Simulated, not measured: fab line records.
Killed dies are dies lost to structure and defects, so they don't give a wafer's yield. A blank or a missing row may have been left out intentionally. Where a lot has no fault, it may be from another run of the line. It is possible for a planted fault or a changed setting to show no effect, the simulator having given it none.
Split-lot study ; flow n5-finfet ; on a route of 1938 steps: 7 lots, 21 wafers read

== THE SPLIT ==
At N5_BEOL_M5_ETCH_68 (etches SOC in N2/H2, target depth 80 nm, overetch 16 nm, time 120 s), the setting bias-w was moved away from the recipe's 150 W on 8 of the 21 wafers read, by -14.9% to +15.9%. The other wafers ran this setting at the recipe's value.

The reading is taken at the split's own step.

== THE READING ==
rf-vpp-V, in V, at N5_BEOL_M5_ETCH_68 (etches SOC in N2/H2, target depth 80 nm, overetch 16 nm, time 120 s). Typical for fault-free wafers on this fab line: 522.7 V, with standard deviation 2.5 V.

wafer;tool, chamber at the split;bias-w as run, W;against the recipe;rf-vpp-V, V;against lot-mates on the recipe
L079.1;rie-diel-02, 0;150;recipe;525.0;-
L079.2;rie-diel-02, 3;138.9;-7.4%;499.9;-25.1
L079.6;rie-diel-02, 3;138.9;-7.4%;499.7;-25.3
L080.2;rie-diel-02, 0;173.8;+15.9%;574.0;+47.9
L080.3;rie-diel-02, 3;173.8;+15.9%;576.4;+50.3
L080.5;rie-diel-02, 3;150;recipe;526.1;-
L082.2;rie-diel-04, 0;150;recipe;522.2;-
L082.3;rie-diel-04, 1;140.8;-6.1%;506.8;-15.4
L082.5;rie-diel-04, 3;140.8;-6.1%;503.6;-18.6
L085.1;rie-diel-04, 2;150;recipe;522.8;-
L085.2;rie-diel-04, 3;150;recipe;523.2;-
L085.5;rie-diel-04, 3;127.6;-14.9%;471.2;-51.8
L093.2;rie-diel-03, 1;150;recipe;524.7;-
L093.4;rie-diel-03, 0;150;recipe;519.7;-
L093.5;rie-diel-03, 1;150;recipe;524.3;-
L094.1;rie-diel-02, 3;150;recipe;524.5;-
L094.3;rie-diel-02, 0;150;recipe;523.5;-
L094.5;rie-diel-02, 2;150;recipe;521.9;-
L097.2;rie-diel-03, 3;135.2;-9.9%;487.9;-32.8
L097.3;rie-diel-03, 2;150;recipe;520.7;-
L097.6;rie-diel-03, 2;150;recipe;520.6;-

THE FIT
A straight line over all 21 wafers: rf-vpp-V changes by +3.31 V for each +1% of bias-w; r = +1.00; the points scatter about the line by 2.1 V.
The same after taking each lot's own level away (the mean of its wafers on the recipe; 21 wafers): +3.2 V for each +1%; r = +1.00; scatter 1.9 V.
The reading moves by 51 V for the largest change in bias-w, on that fit.
The lots' own levels span 520.65 to 526.10 V, that is 2.2 times the standard deviation above.
Hence the lot-to-lot level has little effect on the slope; both slopes agree.
Check: for one of the wafers moved furthest among these (+15.9%), held out of the fit, the line's prediction against its lot-mates is +51.8 V. It came out at +47.9 V against them.
Tool readings at the split's step, against how far the setting was moved: rf-vpp-V r = +1.00.

== THESE WAFERS: OTHER SPLITS ==
Before the reading, these wafers also passed through other splits. Each is held against what the fit with the lots' levels taken away leaves over:
other split on the same wafers;wafers away from the commonest value;r with rf-vpp-V (lot level and that fit taken away)
N5_BEOL_M4_COAT_67 spin-rpm;8;+0.10
N5_BEOL_M4_COAT_22 spin-rpm;6;+0.08

== THE WHOLE CHAIN: every reading that the file lists as answering this split, in the file's order ==
step;what it does;reading;change (the file's fit);r (the file's)
N5_BEOL_M5_ETCH_68;etches SOC in N2/H2, target depth 80 nm, overetch 16 nm, time 120 s;rf-vpp-V;+3.26 V for each +1% of the setting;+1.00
N5_BEOL_M5_ETCH_68;etches SOC in N2/H2, target depth 80 nm, overetch 16 nm, time 120 s;SiARC_of_BEOL_M5_COAT_66.thk-nm (the simulator's own value, which no gauge read);-0.0655 nm for each +1% of the setting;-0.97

== THE FILE'S OWN FIT ==
rf-vpp-V changes by +3.26 V for each +1% of bias-w, r = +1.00.
